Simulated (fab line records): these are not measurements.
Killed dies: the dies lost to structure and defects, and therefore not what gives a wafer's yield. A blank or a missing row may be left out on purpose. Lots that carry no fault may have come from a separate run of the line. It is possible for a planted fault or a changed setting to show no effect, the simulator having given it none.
The tool behind it: which one?    flow n5Finfet    11 lots, 32 wafers sampled, at 5 steps of a route of 1938

WHAT THE GAUGES READ, wafer by wafer
N5_BEOL_M2_THK_MEAS_53: measures by xrf.
lot   measured      on            M2_THK (nm)
L769  day 7 14:32   filmMetro-01  41.1 40.9 43.2
L770  day 7 18:31   filmMetro-02  38.3 40.8 40.1
L771  day 7 20:24   filmMetro-01  41.1 41.6 43.5
L776  day 9 03:31   filmMetro-01  42.1 45.2 42.6
L777  day 10 00:24  filmMetro-01  42.1 40.3 42.1
L779  day 10 05:57  filmMetro-02  41.5 40.2 38.4
L781  day 10 14:19  filmMetro-01  39.1 39.3 39.5
L782  day 10 19:56  filmMetro-01  39.0 42.2
L784  day 10 22:40  filmMetro-01  44.0 42.1 45.7
L783  day 11 00:34  filmMetro-02  43.7 42.2 40.7
L791  day 14 13:33  filmMetro-02  40.1 40.1 39.9

N5_BEOL_M2_INSPECT_59: inspects for defects (darkfield).
lot   measured      on                rawDefectCount
L769  day 7 14:49   defectInspect-01  66 73 71
L770  day 7 18:48   defectInspect-01  52 62 78
L771  day 7 20:41   defectInspect-01  120 83 57
L776  day 9 03:48   defectInspect-01  73 56 91
L777  day 10 00:43  defectInspect-01  76 103 123
L779  day 10 06:16  defectInspect-02  54 57 84
L781  day 10 14:40  defectInspect-01  42 63 78
L782  day 10 20:21  defectInspect-02  65 93
L784  day 10 22:58  defectInspect-01  71 58 88
L783  day 11 00:56  defectInspect-01  42 79 38
L791  day 14 13:50  defectInspect-02  57 97 59

N5_BEOL_M4_RC_MEAS_101.
lot   measured      on         DIBL_N (mV/V)   DIBL_P (mV/V)   IOFF_N (nA/um)  IOFF_P (nA/um)  ION_N (uA/um)  ION_P (uA/um)  SS_N (mV/dec)   SS_P (mV/dec)   VT_N (mV)    VT_P (mV)
L769  day 9 21:16   prober-02  36.9 39.7 34.5  37.1 39.7 34.6  0.17 0.26 0.13  0.23 0.29 0.19  666 687 652    460 468 454    72.4 72.9 70.9  73.1 74.1 72.6  251 242 254  -250.3 -244.7 -249.8
L770  day 9 01:44   prober-02  38.4 35.0 38.3  39.9 36.2 40.1  0.23 0.15 0.21  0.31 0.23 0.29  712 681 688    486 475 474    71.0 71.3 72.5  73.5 73.2 74.1  242 248 246  -240.0 -247.9 -244.0
L771  day 9 07:34   prober-01  32.4 35.1 32.7  33.8 37.2 34.3  0.14 0.17 0.13  0.19 0.22 0.19  693 689 660    480 469 456    70.5 71.8 70.1  72.1 73.7 72.4  248 249 253  -247.9 -249.8 -251.4
L776  day 10 12:25  prober-01  39.4 36.6 35.0  39.5 37.6 34.7  0.23 0.17 0.14  0.27 0.23 0.19  697 697 688    471 482 474    72.8 71.2 71.7  74.3 74.0 73.3  242 247 248  -245.8 -247.9 -250.9
L777  day 11 09:14  prober-02  37.4 37.6 37.3  36.5 36.8 36.2  0.17 0.18 0.15  0.21 0.22 0.20  672 683 674    460 463 463    72.0 71.8 71.9  73.4 73.4 72.7  250 247 252  -250.9 -249.2 -252.4
L779  day 12 11:08  prober-02  33.7 35.0 33.2  34.2 35.3 33.7  0.13 0.15 0.14  0.19 0.21 0.19  677 675 691    461 466 471    70.7 71.3 71.0  73.3 73.5 72.5  251 250 248  -250.4 -251.8 -250.7
L781  day 12 22:55  prober-02  33.3 35.7 37.1  30.8 33.8 35.7  0.14 0.18 0.20  0.19 0.24 0.27  660 678 709    459 474 488    71.3 71.8 71.4  72.0 73.0 73.6  252 246 245  -249.0 -246.6 -243.7
L782  day 13 06:04  prober-02  36.3 35.1       37.2 35.8       0.18 0.15       0.20 0.18       693 676        471 455        70.9 71.2       74.6 73.4       245 251      -252.2 -253.6
L784  day 13 07:41  prober-01  37.4 38.9 36.1  38.4 39.7 36.4  0.19 0.24 0.17  0.25 0.29 0.22  677 692 676    463 469 465    71.4 72.0 71.7  74.8 74.4 73.8  246 243 249  -245.6 -246.7 -247.4
L783  day 13 22:39  prober-01  37.7 39.6 38.3  39.2 40.3 38.9  0.20 0.25 0.20  0.25 0.26 0.24  690 694 688    472 473 468    71.7 72.6 72.4  73.4 74.0 73.3  245 247 251  -248.1 -247.4 -251.3
L791  day 16 15:31  prober-02  34.3 34.5 34.6  33.4 34.6 34.5  0.14 0.14 0.14  0.17 0.18 0.18  669 678 672    459 469 456    71.1 70.5 71.4  72.8 73.0 72.8  250 250 250  -252.5 -248.1 -248.1

TOOL THAT RAN EACH LOT (tool first, then ch and the chambers of the sampled wafers, then the start)
lot   N5_BEOL_M2_ALD_84                   N5_BEOL_M2_ANNEAL_51
L769  aldMetal-02 ch 1,2,3, day 7 11:31   rtpAnneal-02 ch 0, day 7 13:59
L770  aldMetal-03 ch 0,1,3, day 7 15:14   rtpAnneal-02 ch 0, day 7 17:58
L771  aldMetal-04 ch 0,3, day 7 17:04     rtpAnneal-01 ch 0, day 7 19:53
L776  aldMetal-03 ch 1,2, day 9 00:23     rtpAnneal-01 ch 0, day 9 02:58
L777  aldMetal-04 ch 0,3, day 9 18:17     rtpAnneal-01 ch 0, day 9 23:54
L779  aldMetal-03 ch 0,2,3, day 10 02:40  rtpAnneal-02 ch 0, day 10 05:24
L781  aldMetal-04 ch 0,1,3, day 10 09:56  rtpAnneal-02 ch 0, day 10 13:49
L782  aldMetal-02 ch 0,2, day 10 16:40    rtpAnneal-01 ch 0, day 10 19:20
L784  aldMetal-02 ch 0,2,3, day 10 19:40  rtpAnneal-02 ch 0, day 10 22:05
L783  aldMetal-03 ch 0,1,3, day 10 19:46  rtpAnneal-02 ch 0, day 10 23:58
L791  aldMetal-03 ch 0,2, day 14 10:09    rtpAnneal-01 ch 0, day 14 12:58
- N5_BEOL_M2_ALD_84: deposits TaN, pulse time 2 s, purge time 3 s, co reactant purge time 2 s.
- N5_BEOL_M2_ANNEAL_51: time 90 s.

WHAT THE TOOLS THEMSELVES READ (means of the sampled wafers that have a number; where no wafer has one, the mark that the record gives instead)
N5_BEOL_M2_ALD_84.
lot   tool         chamberPressureTorr (Torr)  heaterPowerW (W)
L769  aldMetal-02  2.996                       401
L770  aldMetal-03  2.998                       399
L771  aldMetal-04  2.996                       422
L776  aldMetal-03  3.005                       387
L777  aldMetal-04  3.008                       410
L779  aldMetal-03  2.999                       466
L781  aldMetal-04  2.997                       388
L782  aldMetal-02  2.993                       438
L784  aldMetal-02  2.995                       421
L783  aldMetal-03  3.000                       397
L791  aldMetal-03  3.005                       474

N5_BEOL_M2_ANNEAL_51.
lot   tool          wafer_temp_C_max
L769  rtpAnneal-02  225.80
L770  rtpAnneal-02  225.93
L771  rtpAnneal-01  225.82
L776  rtpAnneal-01  225.76
L777  rtpAnneal-01  225.71
L779  rtpAnneal-02  225.76
L781  rtpAnneal-02  225.66
L782  rtpAnneal-01  225.88
L784  rtpAnneal-02  223.29
L783  rtpAnneal-02  223.13
L791  rtpAnneal-01  225.55

THE ANSWER, worked out from the rows above alone
Rule: the usual values come from the lots themselves. Put in order of their means at a reading, lots are off if they are a third of the lots or fewer, leave a main group of 4 or more, and stand apart from it by a gap of 3 or more times the standard deviation of the main group's means; of several such gaps the widest counts. The tables above print the reading to a certain number of digits; a main group whose means all agree to those digits is not used. Also off: a lot with no number at a reading for which 4 or more lots have one. Where the step has rows for the other lots, those lots are counted as sound. Order of review: gauges by route order, followed by the tools' own readings, for which a lot's mean as printed above is used. At the first step where some lot is off, the reading lying furthest off is the one used; lots without a number count as furthest.
Off at N5_BEOL_M2_ANNEAL_51 (wafer_temp_C_max): L784, L783. The main group has a mean of 225.76 with a standard deviation of 0.11.
If a tool, at that step or one of the process steps before it, ran each lot that is off and ran no sound lot following the first of them, it fits. One candidate fits, namely rtpAnneal-02 at N5_BEOL_M2_ANNEAL_51. Its last sound lot is L781 (day 10 13:49), its first lot that is off L784 (day 10 22:05): a fault that began between those two fits.
On the lots that are off, the tool's own readings at N5_BEOL_M2_ANNEAL_51 differ by more than 5 times the standard deviation of the sound lots' means, which bears it out; wafer_temp_C_max reads 223.21 there versus 225.76 on the sound lots.

WHAT WAS PUT IN BY THE SIMULATOR
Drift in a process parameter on rtpAnneal-02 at N5_BEOL_M2_ANNEAL_51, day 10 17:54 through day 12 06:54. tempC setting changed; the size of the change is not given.
Lots struck among those shown: L784, L783. This agrees with what the rule above found.
